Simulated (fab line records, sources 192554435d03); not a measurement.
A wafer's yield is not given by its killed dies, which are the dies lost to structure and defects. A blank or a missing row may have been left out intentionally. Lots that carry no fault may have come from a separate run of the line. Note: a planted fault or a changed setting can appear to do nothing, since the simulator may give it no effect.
fab line records ; flow n5_finfet
[record] lots = 5; wafers = 14; last_day = 18
route steps=1938 shown BEOL_M4@1099 BEOL_M5@1112 BEOL_M6@1257 PASSIVATION@1936
lots with no fault: from the same line, run without faults
start_h: hours from the record's opening day to when the first of the lot's shown wafers began ; wait_h: hours since the lot's step before ; " unchanged from the row above ; L1.1+2: several wafers, shown together as one row ; - no value, or no start given ; * or withheld: withheld ; < > ~ a bound
route shown NAME@n: names a module that has steps shown in the file, with the first one's number in the route ; usual: mean/standard deviation taken from wafers without a fault ; same: alike in all rows ; chamber/n: place in a boat ; sites: per-site readings ; _std_site: how widely they spread, as a standard deviation ; _edge_site: mean of outer sites minus mean of inner sites ; radius_mm: for every site, how far away it sits from the centre of the wafer ; mask NAME#n: copy n ; behind: the most recent tool/chamber to have shaped the wafer ; hold: cause of the lot's hold/its duration in hours/its outcome ; device: the n, p or np transistor that did not switch ; end of line: the tests these same wafers got at the end of their route ; a step without rows: its recipe alone ; killed: count of dies lost to structure and defects at first sort (not the wafer's yield) ; map: per-die view of a wafer (x killed, . not killed, _ where there is no die)
set.NAME: setting as actually run; set.NAME@STEP: the setting as run at that earlier step ; model.NAME: the simulator's own value behind a step, which no gauge read
lots seen at some steps along the route; tables by step, rows by wafer
services: a tool's chamber out of use, with start hour (start_h, from the record's first day; less than 0 if before it), hours out, and reason
[[steps]]
[step N5_BEOL_M4_ANNEAL_95]
[recipe] temp_c = 400; time_s = 240; ambient = vacuum
[step N5_BEOL_M4_SPUTTER_96]
[recipe] material = Cu; target_thk_a = 45; temp_c = -20; chamber_pressure_pa = 0.07; power_w = withheld; time_s = 8.29
[step N5_BEOL_M4_ECD_50]
[recipe] material = Cu; target_thk_a = 3000
[step N5_BEOL_M4_ANNEAL_51]
[recipe] temp_c = 225; time_s = 90; ambient = N2
[step N5_BEOL_M4_CMP_52]
[recipe] stop_on = SiOC; t_overpolish_s = 6.8; down_force_psi = 1; platen_rpm = 50; clearing_platen_down_force_psi = 1.5; clearing_platen_rpm = 50; post_cmp_clean = cu_alkaline; target_thk_nm = 40; clearing_platen_pad_velocity_m_s = 0.99484; pad_velocity_m_s = 0.99484
[step N5_BEOL_M4_PRE_CLEAN_60]
[recipe] gas = NH3/H2; time_s = 15; temp_c = *; rf_power_w = 300
[step N5_BEOL_M4_CO_CAP_55]
[recipe] material = Co; target_thk_a = 20; temp_c = 200; precursor = CCTBA/H2; pressure_torr = 30; time_s = 102.1
[step N5_BEOL_M4_PRE_CLEAN_56]
[recipe] gas = NH3; time_s = 15; temp_c = withheld; rf_power_w = 300
[step N5_BEOL_M4_DEP_57]
[recipe] material = SiCN; target_thk_a = 80; temp_c = withheld; precursor = 3MS/NH3; pressure_torr = 3; rf_w = 202; time_s = 14
[step N5_BEOL_M4_RC_MEAS_101]
[usual] DIBL_N = 36.4/1.2; DIBL_P = 36.1/1.6; IOFF_N = 0.156/0.024; IOFF_P = 0.21/0.031; ION_N = 674/11; ION_P = 463/6.9; SS_N = 71.5/0.5; SS_P = 73.2/0.55; VT_N = 250.0/2.9; VT_P = -250/3.6
lot.wafer;tool;chamber;start_h;wait_h;DIBL_N[mV/V];DIBL_P[mV/V];IOFF_N[nA/um];IOFF_P[nA/um];ION_N[uA/um];ION_P[uA/um];SS_N[mV/dec];SS_P[mV/dec];VT_N[mV];VT_P[mV]
L701.1;prober-02;0;222.04;0.0;37.5;36.4;0.172;0.22;685;467;71.2;73.5;246.1;-250
L701.2;prober-02;0;222.04;0.0;37.3;35.5;0.169;0.21;681;462;71.3;73.1;249.6;-248
L701.4;prober-02;0;222.04;0.0;36.9;35.9;0.167;0.21;681;466;71.2;73.2;246.6;-248
L707.2;prober-02;0;252.79;0.2;35.6;34.5;0.134;0.17;661;452;71.4;73.2;255.2;-256
L707.3;prober-02;0;252.79;0.2;36.0;35.8;0.162;0.19;686;462;71.6;73.8;251.0;-252
L707.4;prober-02;0;252.79;0.2;37.4;37.1;0.163;0.20;673;455;71.3;73.6;251.6;-255
L708.1;prober-01;0;255.56;0.0;37.4;36.3;0.155;0.20;677;465;71.1;73.5;248.3;-249
L708.4;prober-01;0;255.56;0.0;36.7;34.3;0.137;0.18;659;454;71.8;72.5;252.5;-251
L712.2;prober-02;0;284.45;0.2;37.4;38.8;0.187;0.26;689;474;71.5;73.7;247.1;-247
L712.3;prober-02;0;284.45;0.2;35.6;36.8;0.164;0.22;685;473;70.4;73.7;246.6;-245
L712.6;prober-02;0;284.45;0.2;34.8;35.7;0.144;0.20;681;471;70.6;73.1;250.7;-247
L715.2;prober-01;0;314.90;0.2;37.0;36.9;0.183;0.20;695;463;72.7;73.8;246.0;-251
L715.4;prober-01;0;314.90;0.2;36.7;36.2;0.167;0.18;680;458;71.1;73.9;249.4;-254
L715.6;prober-01;0;314.90;0.2;35.6;35.2;0.154;0.17;679;457;72.1;73.0;247.6;-254
[step N5_BEOL_M5_ILD_DEP_00]
[recipe] material = SiCOH_lowk; target_thk_a = 1406.4; temp_c = 300; precursor = DEMS/porogen; pressure_torr = 5; rf_w = 500; time_s = 25.9
[step N5_BEOL_M5_CURE_79]
[recipe] temp_c = 385; time_s = 240; ambient = He/Ar; material = SiCOH_lowk
[step N5_BEOL_M5_PECVD_70]
[recipe] material = SiO2; target_thk_a = 160; temp_c = 400; precursor = TEOS/O2; pressure_torr = 5.5; rf_w = 450; teos_flow_sccm = 53.8; gas = O2; flow_sccm = 3000; time_s = 18
[step N5_BEOL_M5_HM_DEP_02]
[recipe] material = TiN; target_thk_a = 200; temp_c = 25; chamber_pressure_pa = 0.49996
[step N5_BEOL_M5_COAT_59]
[recipe] resist = SOC; temp_c = 250; time_s = 60; spin_rpm = 1500; resist_thk_nm = 60
[step N5_BEOL_M5_COAT_60]
[recipe] resist = SiARC; temp_c = 220; time_s = 60; spin_rpm = 1500; resist_thk_nm = 12
[step N5_BEOL_M5_COAT_71]
[recipe] resist = underlayer; temp_c = 205; time_s = 60; spin_rpm = 1500; resist_thk_nm = 5
[step N5_BEOL_M5_COAT_05]
[recipe] resist = CAR-EUV; spin_rpm = 1500; resist_thk_nm = 30
[step N5_BEOL_M5_EBR_07]
[recipe] solvent = PGMEA; ebr_width_mm = 1.5
[step N5_BEOL_M5_SOFTBAKE_06]
[recipe] temp_c = 110; time_s = 60; resist = CAR-EUV
[step N5_BEOL_M5_EXPOSE_08]
[recipe] mask_id = M5; na = 0.33; source_shape = annular; sigma_inner = 0.4; sigma_outer = 0.8; polarization = unpolarized; target_cd_nm = 28; dose_mj = 35.75
[step N5_BEOL_M5_PEB_09]
[recipe] peb_temp_c = 100; peb_time_s = 60; resist = CAR-EUV
[step N5_BEOL_M5_DEVELOP_10]
[recipe] develop_time_s = 30; developer = TMAH; resist = CAR-EUV; rinse_liquid = surfactant_rinse; dry = air_spin; dev_temp_c = 23
[step N5_BEOL_M5_DESCUM_16]
[recipe] chemistry = O2; time_s = 7; source_power_w = 50; bias_power_w = 20; pressure_mtorr = 20; rf_frequency_hz = 2.712e+07; temp_c = 40; resist = CAR-EUV; o2_flow_sccm = 225
[step N5_BEOL_M5_ETCH_72]
[recipe] chemistry = N2/H2; target = underlayer; target_depth_a = 65; mask_material = CAR-EUV; time_s = 5.2; ion_energy_ev = 200; pressure_mtorr = 30; source_w = 840; bias_w = 150; n2_flow_sccm = 200; h2_flow_sccm = 200; ends = cleared
[step N5_BEOL_M5_ETCH_61]
[recipe] chemistry = CF4; target = SiARC; target_depth_a = 156; mask_material = CAR-EUV; time_s = 26; ion_energy_ev = 80; pressure_mtorr = 40; source_w = 545; bias_w = 36; Ar_flow_sccm = 100; cf4_flow_sccm = 100; ends = cleared
[step N5_BEOL_M5_ETCH_62]
[recipe] chemistry = N2/H2; target = SOC; target_depth_a = 750; overetch_a = 150; mask_material = SiARC; temp_c = 40; time_s = 112.5; ion_energy_ev = 200; pressure_mtorr = 30; source_w = 840; bias_w = 150; n2_flow_sccm = 200; h2_flow_sccm = 200
[step N5_BEOL_M5_STRIP_63]
[recipe] chemistry = N2/H2; temp_c = 40; n2_flow_sccm = 200; h2_flow_sccm = 200; rf_frequency_hz = 6e+07
[step N5_BEOL_M5_STRIP_73]
[recipe] chemistry = N2/H2; temp_c = 40; n2_flow_sccm = 200; h2_flow_sccm = 200; rf_frequency_hz = 6e+07
[step N5_BEOL_M5_STRIP_64]
[recipe] chemistry = CF4; resist = SiARC; power_w = 300; bias_power_w = 75; pressure_mtorr = 50; cf4_flow_sccm = 150; rf_frequency_hz = 6e+07
[step N5_BEOL_M5_HM_OPEN_17]
[recipe] chemistry = Cl2/BCl3; target_depth_a = 200; overetch_a = 60; target = TiN; mask_material = SOC; ion_energy_ev = 150; pressure_mtorr = 10; icp_w = 1000; bias_w = 126; Cl2_flow_sccm = 53.25; bcl3_flow_sccm = 21.75; Ar_flow_sccm = 25
[step N5_BEOL_M5_STRIP_19]
[recipe] chemistry = O2; power_w = 400; temp_c = 40; pressure_mtorr = 30; rf_frequency_hz = 6e+07; bias_power_w = 0; overash_fraction = 0.2; o2_flow_sccm = 225
[step N5_BEOL_M5_COAT_65]
[recipe] resist = SOC; temp_c = 250; time_s = 60; spin_rpm = 1500; resist_thk_nm = 60
[step N5_BEOL_M5_COAT_66]
[recipe] resist = SiARC; temp_c = 220; time_s = 60; spin_rpm = 1500; resist_thk_nm = 12
[step N5_BEOL_M6_CMP_52]
[recipe] stop_on = SiCOH_lowk; t_overpolish_s = 6.9; down_force_psi = 1; platen_rpm = 50; clearing_platen_down_force_psi = 1.5; clearing_platen_rpm = 50; post_cmp_clean = cu_alkaline; target_thk_nm = 80; clearing_platen_pad_velocity_m_s = 0.99484; pad_velocity_m_s = 0.99484
[usual] barrier_field_endpoint_s = 28.7/0.61; clearing_platen_rpm = 50.002/0.028; head_pressure_psi = 0.9997/0.0021; motor_current_A = 6.2/0.54; overpolish_run_s = 6.899/0.01; retaining_ring_pressure_frac = 1.001/0.0051; time_to_endpoint_s = 61.3/2.1
lot.wafer;tool;chamber;start_h;wait_h;barrier_field_endpoint_s;clearing_platen_rpm;head_pressure_psi;motor_current_A;overpolish_run_s;retaining_ring_pressure_frac;time_to_endpoint_s
L701.2;cmp-02;1;245.27;0.2;28.7;49.994;1.0030;6.4;6.885;0.994;62.8
L701.1;cmp-02;3;245.27;0.2;28.8;49.926;0.9989;6.1;6.879;1.002;59.7
L701.4;cmp-02;0;245.27;0.2;28.3;50.036;1.0007;6.2;6.911;1.003;60.8
L707.2;cmp-02;1;273.63;0.2;28.2;50.031;0.9975;6.3;6.901;0.991;61.0
L707.3;cmp-02;2;273.63;0.2;46.7;50.027;1.0013;6.7;0.041;0.999;81.3
L707.4;cmp-02;3;273.63;0.2;28.1;50.031;0.9970;6.2;6.895;0.994;57.3
L708.1;cmp-02;1;277.17;0.3;46.7;50.040;0.9990;6.5;0.041;1.012;82.1
L708.4;cmp-02;2;277.17;0.3;28.4;50.021;0.9992;6.6;6.903;1.005;59.6
L712.3;cmp-02;1;308.30;0.2;46.8;50.005;1.0003;6.8;0.033;1.001;81.4
L712.2;cmp-02;2;308.30;0.2;28.9;49.981;1.0026;7.0;6.904;0.999;61.1
L712.6;cmp-02;3;308.30;0.2;29.1;50.003;1.0004;6.3;6.897;1.001;58.9
L715.4;cmp-04;0;338.88;0.1;28.7;50.014;1.0006;6.1;6.892;0.998;61.6
L715.2;cmp-04;1;338.88;0.1;28.4;50.012;0.9980;5.9;6.888;0.998;59.3
L715.6;cmp-04;0;338.88;0.1;28.9;50.042;1.0009;6.1;6.897;1.001;62.8
[step N5_BEOL_M6_THK_MEAS_53]
[recipe] thk_meas_gauge = xrf; reads = Cu_of_BEOL_M6_ECD_50
[usual] M6_THK = 78.6/1.4
lot.wafer;tool;chamber;start_h;wait_h;M6_THK[nm]
L701.1;film_metro-02;-;245.56;-;78.9
L701.2;film_metro-02;-;245.56;-;78.3
L701.4;film_metro-02;-;245.56;-;78.7
L707.2;film_metro-01;-;273.89;-;79.0
L707.3;film_metro-01;-;273.89;-;180.9
L707.4;film_metro-01;-;273.89;-;78.2
L708.1;film_metro-01;-;277.46;-;186.1
L708.4;film_metro-01;-;277.46;-;78.3
L712.2;film_metro-02;-;308.52;-;77.4
L712.3;film_metro-02;-;308.52;-;185.0
L712.6;film_metro-02;-;308.52;-;75.2
L715.2;film_metro-02;-;339.17;-;77.3
L715.4;film_metro-02;-;339.17;-;81.7
L715.6;film_metro-02;-;339.17;-;79.4
[step N5_BEOL_M6_INSPECT_58]
[recipe] inspect_instrument = darkfield; mode = post_dep
[usual] raw_defect_count = 67/23
lot.wafer;tool;chamber;start_h;wait_h;raw_defect_count
L701.1;defect_inspect-02;-;245.75;0.0;107
L701.2;defect_inspect-02;-;245.75;0.0;80
L701.4;defect_inspect-02;-;245.75;0.0;68
L707.2;defect_inspect-02;-;274.05;0.0;65
L707.3;defect_inspect-02;-;274.05;0.0;1365
L707.4;defect_inspect-02;-;274.05;0.0;56
L708.1;defect_inspect-02;-;277.62;0.0;1337
L708.4;defect_inspect-02;-;277.62;0.0;84
L712.2;defect_inspect-02;-;308.71;0.0;60
L712.3;defect_inspect-02;-;308.71;0.0;1409
L712.6;defect_inspect-02;-;308.71;0.0;67
L715.2;defect_inspect-01;-;339.33;0.0;85
L715.4;defect_inspect-01;-;339.33;0.0;79
L715.6;defect_inspect-01;-;339.33;0.0;69
[step N5_PASSIVATION_PROBE_49]
[usual] defect_limited_yield = 91.4/1.5; killed_at_M0_to_M3 = 31/11; killed_at_M4_up = 13/5.5; killed_at_contacts = 13/6.3; killed_at_front_end = 40/13; killed_at_other = 3.3/2.6; killed_dies = 101/18; killed_on_rim = 13/4; killed_open = 67/13; killed_short = 33/7.9; sort_bin_5_function = 5.1/1; sort_bin_6_memory = 3.2/0.68; sort_n_pass = 1079/18; sort_yield_pct = 91.4/1.5
[same] gross_dies = 1180; killed_at_back_side = 0; sort_bin_4_leakage[%] = 0; sort_bin_8_speed[%] = 0
lot.wafer;tool;chamber;start_h;wait_h;defect_limited_yield[%];killed_at_M0_to_M3;killed_at_M4_up;killed_at_contacts;killed_at_front_end;killed_at_other;killed_dies;killed_on_rim;killed_open;killed_short;sort_bin_5_function[%];sort_bin_6_memory[%];sort_n_pass;sort_yield_pct[%]
L701.1;prober-02;-;323.61;0.1;91.4;35;9;21;35;1;101;10;73;28;4.5;3.9;1079;91.4
L701.2;prober-02;-;323.66;0.1;94.1;18;5;18;27;2;70;5;48;22;3.7;2.0;1110;94.1
L701.4;prober-02;-;323.76;0.2;93.5;26;8;14;29;0;77;8;56;21;4.1;2.4;1103;93.5
L707.2;prober-01;-;354.27;0.1;90.3;30;15;6;59;5;115;17;63;50;5.4;3.6;1065;90.3
L707.3;prober-01;-;354.32;0.1;0;61;1042;15;57;5;1180;152;107;46;8.4;4.6;0;0
L707.4;prober-01;-;354.37;0.2;90.6;34;19;11;41;6;111;15;74;35;5.9;3.1;1069;90.6
L708.1;prober-02;-;359.06;0.0;0;55;1076;9;38;2;1180;152;80;37;5.1;4.7;0;0
L708.4;prober-02;-;359.21;0.2;88.3;54;23;20;39;2;138;17;92;46;7.0;4.1;1042;88.3
L712.2;prober-01;-;387.92;0.1;93.1;24;5;12;35;5;81;9;65;16;4.4;2.2;1099;93.1
L712.3;prober-01;-;387.97;0.1;0;20;1091;3;65;1;1180;152;70;33;4.9;3.6;0;0
L712.6;prober-01;-;388.12;0.3;92.4;12;18;4;50;6;90;19;63;27;4.4;3.0;1090;92.4
L715.2;prober-02;-;422.38;0.1;89.3;35;5;4;78;4;126;19;86;40;6.4;3.7;1054;89.3
L715.4;prober-02;-;422.48;0.2;91.7;28;16;12;41;1;98;13;68;29;3.9;3.6;1082;91.7
L715.6;prober-02;-;422.58;0.3;94.2;28;7;13;18;3;69;7;40;29;3.1;2.5;1111;94.2
// killed by level:class
L701.1 MOL_CONTACT_COAG:geometric_particle:open=17 BEOL_M0_SAQP:geometric_particle:open=12 STI_FIN_REVEAL:geometric_particle:open=10 BEOL_M0_SAQP:geometric_particle:short=8 BEOL_M2:geometric_particle:open=7 GATE_CUT:geometric_particle:open=5 DUMMY_GATE:geometric_particle:open=4 MOL_CONTACT_COAG:geometric_particle:short=4
L701.2 MOL_CONTACT_COAG:geometric_particle:open=15 STI_FIN_REVEAL:geometric_particle:open=8 FIN_SAQP:geometric_particle:short=7 BEOL_M2:geometric_particle:open=5 FIN_SAQP:geometric_particle:open=3 BEOL_M0_SAQP:geometric_particle:open=3 MOL_CONTACT_COAG:geometric_particle:short=3 BEOL_M1:geometric_particle:short=3
L701.4 MOL_CONTACT_COAG:geometric_particle:open=11 STI_FIN_REVEAL:geometric_particle:open=9 BEOL_M2:geometric_particle:open=7 BEOL_M3:geometric_particle:open=6 BEOL_M1:geometric_particle:open=6 FIN_SAQP:geometric_particle:short=4 FIN_SAQP:geometric_particle:open=3 GATE_CUT:geometric_particle:short=3
L707.2 FIN_SAQP:geometric_particle:short=23 FIN_SAQP:geometric_particle:open=16 BEOL_M4:geometric_particle:open=7 BEOL_M3:geometric_particle:short=5 BEOL_M3:geometric_particle:open=5 STARTING-WAFER:geometric_particle:open=4 MOL_CONTACT_COAG:geometric_particle:open=4 BEOL_M0_SAQP:geometric_particle:short=4
L707.3 BEOL_M6:area_cmp=1026 BEOL_M0_SAQP:geometric_particle:open=18 FIN_SAQP:geometric_particle:short=17 FIN_SAQP:geometric_particle:open=14 MOL_CONTACT_COAG:geometric_particle:open=14 BEOL_M3:geometric_particle:open=14 BEOL_M0_SAQP:geometric_particle:short=13 DUMMY_GATE:geometric_particle:open=6
L707.4 BEOL_M3:geometric_particle:open=19 FIN_SAQP:geometric_particle:short=11 MOL_CONTACT_COAG:geometric_particle:open=9 BEOL_M4:geometric_particle:open=7 DUMMY_GATE:geometric_particle:open=6 FIN_SAQP:geometric_particle:open=5 BEOL_M0_SAQP:geometric_particle:open=4 PAD_METAL:geometric_particle:open=4
L708.1 BEOL_M6:area_cmp=1063 BEOL_M0_SAQP:geometric_particle:short=13 BEOL_M4:geometric_particle:open=11 BEOL_M3:geometric_particle:open=10 FIN_SAQP:geometric_particle:open=9 MOL_CONTACT_COAG:geometric_particle:open=9 BEOL_M0_SAQP:geometric_particle:open=9 BEOL_M1:geometric_particle:open=9
L708.4 MOL_CONTACT_COAG:geometric_particle:open=14 BEOL_M4:geometric_particle:open=12 BEOL_M0_SAQP:geometric_particle:short=11 BEOL_M0_SAQP:geometric_particle:open=11 BEOL_M1:geometric_particle:open=11 FIN_SAQP:geometric_particle:open=9 BEOL_M3:geometric_particle:open=8 FIN_SAQP:geometric_particle:short=7
L712.2 STI_FIN_REVEAL:geometric_particle:open=13 MOL_CONTACT_COAG:geometric_particle:open=12 BEOL_M2:geometric_particle:open=8 DUMMY_GATE:geometric_particle:open=7 BEOL_M2:geometric_particle:short=7 GATE_CUT:geometric_particle:short=4 BEOL_M4:geometric_particle:open=4 FIN_SAQP:geometric_particle:open=3
L712.3 BEOL_M6:area_cmp=1077 STI_FIN_REVEAL:geometric_particle:open=19 FIN_SAQP:geometric_particle:open=9 DUMMY_GATE:geometric_particle:open=8 BEOL_M4:geometric_particle:open=7 FIN_SAQP:geometric_particle:short=6 STI_FIN_REVEAL:geometric_particle:short=6 BEOL_M1:geometric_particle:open=5
L712.6 STI_FIN_REVEAL:geometric_particle:open=20 BEOL_M4:geometric_particle:open=13 FIN_SAQP:geometric_particle:short=7 FIN_SAQP:geometric_particle:open=7 STI_FIN_REVEAL:geometric_particle:short=5 BEOL_M2:geometric_particle:short=5 DUMMY_GATE:geometric_particle:open=4 MOL_CONTACT_COAG:geometric_particle:open=4
L715.2 FIN_SAQP:geometric_particle:open=24 STI_FIN_REVEAL:geometric_particle:open=20 FIN_SAQP:geometric_particle:short=18 BEOL_M0_SAQP:geometric_particle:short=8 BEOL_M3:geometric_particle:open=7 BEOL_M2:geometric_particle:open=7 DUMMY_GATE:geometric_particle:open=7 BEOL_M0_SAQP:geometric_particle:open=6
L715.4 FIN_SAQP:geometric_particle:open=14 MOL_CONTACT_COAG:geometric_particle:open=9 FIN_SAQP:geometric_particle:short=8 BEOL_M4:geometric_particle:open=7 GATE_CUT:geometric_particle:short=6 BEOL_M1:geometric_particle:open=6 STI_FIN_REVEAL:geometric_particle:open=5 BEOL_M2:geometric_particle:open=5
L715.6 MOL_CONTACT_COAG:geometric_particle:open=11 BEOL_M0_SAQP:geometric_particle:short=7 STARTING-WAFER:geometric_particle:short=6 BEOL_M0_SAQP:geometric_particle:open=5 BEOL_M1:geometric_particle:open=5 BEOL_M3:geometric_particle:open=4 BEOL_M3:geometric_particle:short=4 STI_FIN_REVEAL:geometric_particle:open=3
// map L707.3 (x killed, . not)
_________________xxxxxxxxxxxx________________
______________xxxxxxxxxxxxxxxxxx_____________
___________xxxxxxxxxxxxxxxxxxxxxxxx__________
__________xxxxxxxxxxxxxxxxxxxxxxxxxx_________
________xxxxxxxxxxxxxxxxxxxxxxxxxxxxxx_______
_______xxxxxxxxxxxxxxxxxxxxxxxxxxxxxxxx______
______xxxxxxxxxxxxxxxxxxxxxxxxxxxxxxxxxx_____
_____xxxxxxxxxxxxxxxxxxxxxxxxxxxxxxxxxxxx____
____xxxxxxxxxxxxxxxxxxxxxxxxxxxxxxxxxxxxxx___
___xxxxxxxxxxxxxxxxxxxxxxxxxxxxxxxxxxxxxxxx__
___xxxxxxxxxxxxxxxxxxxxxxxxxxxxxxxxxxxxxxxx__
__xxxxxxxxxxxxxxxxxxxxxxxxxxxxxxxxxxxxxxxxxx_
__xxxxxxxxxxxxxxxxxxxxxxxxxxxxxxxxxxxxxxxxxx_
_xxxxxxxxxxxxxxxxxxxxxxxxxxxxxxxxxxxxxxxxxxxx
_xxxxxxxxxxxxxxxxxxxxxxxxxxxxxxxxxxxxxxxxxxxx
_xxxxxxxxxxxxxxxxxxxxxxxxxxxxxxxxxxxxxxxxxxxx
_xxxxxxxxxxxxxxxxxxxxxxxxxxxxxxxxxxxxxxxxxxxx
_xxxxxxxxxxxxxxxxxxxxxxxxxxxxxxxxxxxxxxxxxxxx
_xxxxxxxxxxxxxxxxxxxxxxxxxxxxxxxxxxxxxxxxxxxx
_xxxxxxxxxxxxxxxxxxxxxxxxxxxxxxxxxxxxxxxxxxxx
_xxxxxxxxxxxxxxxxxxxxxxxxxxxxxxxxxxxxxxxxxxxx
__xxxxxxxxxxxxxxxxxxxxxxxxxxxxxxxxxxxxxxxxxx_
__xxxxxxxxxxxxxxxxxxxxxxxxxxxxxxxxxxxxxxxxxx_
___xxxxxxxxxxxxxxxxxxxxxxxxxxxxxxxxxxxxxxxx__
___xxxxxxxxxxxxxxxxxxxxxxxxxxxxxxxxxxxxxxxx__
____xxxxxxxxxxxxxxxxxxxxxxxxxxxxxxxxxxxxxx___
_____xxxxxxxxxxxxxxxxxxxxxxxxxxxxxxxxxxxx____
______xxxxxxxxxxxxxxxxxxxxxxxxxxxxxxxxxx_____
_______xxxxxxxxxxxxxxxxxxxxxxxxxxxxxxxx______
________xxxxxxxxxxxxxxxxxxxxxxxxxxxxxx_______
__________xxxxxxxxxxxxxxxxxxxxxxxxxx_________
___________xxxxxxxxxxxxxxxxxxxxxxxx__________
______________xxxxxxxxxxxxxxxxxx_____________
_________________xxxxxxxxxxxx________________
// map L708.1 (x killed, . not)
_________________xxxxxxxxxxxx________________
______________xxxxxxxxxxxxxxxxxx_____________
___________xxxxxxxxxxxxxxxxxxxxxxxx__________
__________xxxxxxxxxxxxxxxxxxxxxxxxxx_________
________xxxxxxxxxxxxxxxxxxxxxxxxxxxxxx_______
_______xxxxxxxxxxxxxxxxxxxxxxxxxxxxxxxx______
______xxxxxxxxxxxxxxxxxxxxxxxxxxxxxxxxxx_____
_____xxxxxxxxxxxxxxxxxxxxxxxxxxxxxxxxxxxx____
____xxxxxxxxxxxxxxxxxxxxxxxxxxxxxxxxxxxxxx___
___xxxxxxxxxxxxxxxxxxxxxxxxxxxxxxxxxxxxxxxx__
___xxxxxxxxxxxxxxxxxxxxxxxxxxxxxxxxxxxxxxxx__
__xxxxxxxxxxxxxxxxxxxxxxxxxxxxxxxxxxxxxxxxxx_
__xxxxxxxxxxxxxxxxxxxxxxxxxxxxxxxxxxxxxxxxxx_
_xxxxxxxxxxxxxxxxxxxxxxxxxxxxxxxxxxxxxxxxxxxx
_xxxxxxxxxxxxxxxxxxxxxxxxxxxxxxxxxxxxxxxxxxxx
_xxxxxxxxxxxxxxxxxxxxxxxxxxxxxxxxxxxxxxxxxxxx
_xxxxxxxxxxxxxxxxxxxxxxxxxxxxxxxxxxxxxxxxxxxx
_xxxxxxxxxxxxxxxxxxxxxxxxxxxxxxxxxxxxxxxxxxxx
_xxxxxxxxxxxxxxxxxxxxxxxxxxxxxxxxxxxxxxxxxxxx
_xxxxxxxxxxxxxxxxxxxxxxxxxxxxxxxxxxxxxxxxxxxx
_xxxxxxxxxxxxxxxxxxxxxxxxxxxxxxxxxxxxxxxxxxxx
__xxxxxxxxxxxxxxxxxxxxxxxxxxxxxxxxxxxxxxxxxx_
__xxxxxxxxxxxxxxxxxxxxxxxxxxxxxxxxxxxxxxxxxx_
___xxxxxxxxxxxxxxxxxxxxxxxxxxxxxxxxxxxxxxxx__
___xxxxxxxxxxxxxxxxxxxxxxxxxxxxxxxxxxxxxxxx__
____xxxxxxxxxxxxxxxxxxxxxxxxxxxxxxxxxxxxxx___
_____xxxxxxxxxxxxxxxxxxxxxxxxxxxxxxxxxxxx____
______xxxxxxxxxxxxxxxxxxxxxxxxxxxxxxxxxx_____
_______xxxxxxxxxxxxxxxxxxxxxxxxxxxxxxxx______
________xxxxxxxxxxxxxxxxxxxxxxxxxxxxxx_______
__________xxxxxxxxxxxxxxxxxxxxxxxxxx_________
___________xxxxxxxxxxxxxxxxxxxxxxxx__________
______________xxxxxxxxxxxxxxxxxx_____________
_________________xxxxxxxxxxxx________________
[[services]]
tool;chamber;start_h;hours;kind
cmp-04;-;229.25;4.0;pm
cmp-04;-;233.25;-;consumable_replace:conditioner
cmp-04;-;233.25;-;consumable_replace:pad
cmp-04;-;265.45;1.7;repair
[[key]]
[first_sign] step = N5_BEOL_M6_CMP_52; reading = overpolish_run_s; direction = down; sigmas = 99+; usual = 6.899; struck = 0.038
[effect] step = N5_BEOL_M6_CMP_52; reading = barrier_field_endpoint_s; direction = up; sigmas = 30; usual = 28.7; struck = 46.7
[effect] step = N5_BEOL_M6_THK_MEAS_53; reading = M6_THK; direction = up; sigmas = 74; usual = 78.6; struck = 184.0
[effect] step = N5_BEOL_M6_INSPECT_58; reading = raw_defect_count; direction = up; sigmas = 56; usual = 67; struck = 1370
[effect] step = N5_PASSIVATION_PROBE_49; reading = killed_at_M4_up; direction = up; sigmas = 99+; usual = 13; struck = 1070
[more_kills_born_at] N5_BEOL_M6_CMP_52@cmp-02 = 3166
met_at N5_BEOL_M6_CMP_52
struck_wafers L707.3,L708.1,L712.3
later_rows_left_out L707.3,L708.1,L712.3
onset_between 245.27 273.63
[fault] kind = process_parameter_drift; tool = cmp-02; chamber = -; onset_h = 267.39; steps = N5_BEOL_M6_CMP_52; channel = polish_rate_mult; offset = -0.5; shape = step; end_h = 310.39; scope = struck_wafers_only
// later_rows_left_out: the simulator's readings of these wafers behind a module that went badly wrong aren't trusted and aren't shown, but for the sort
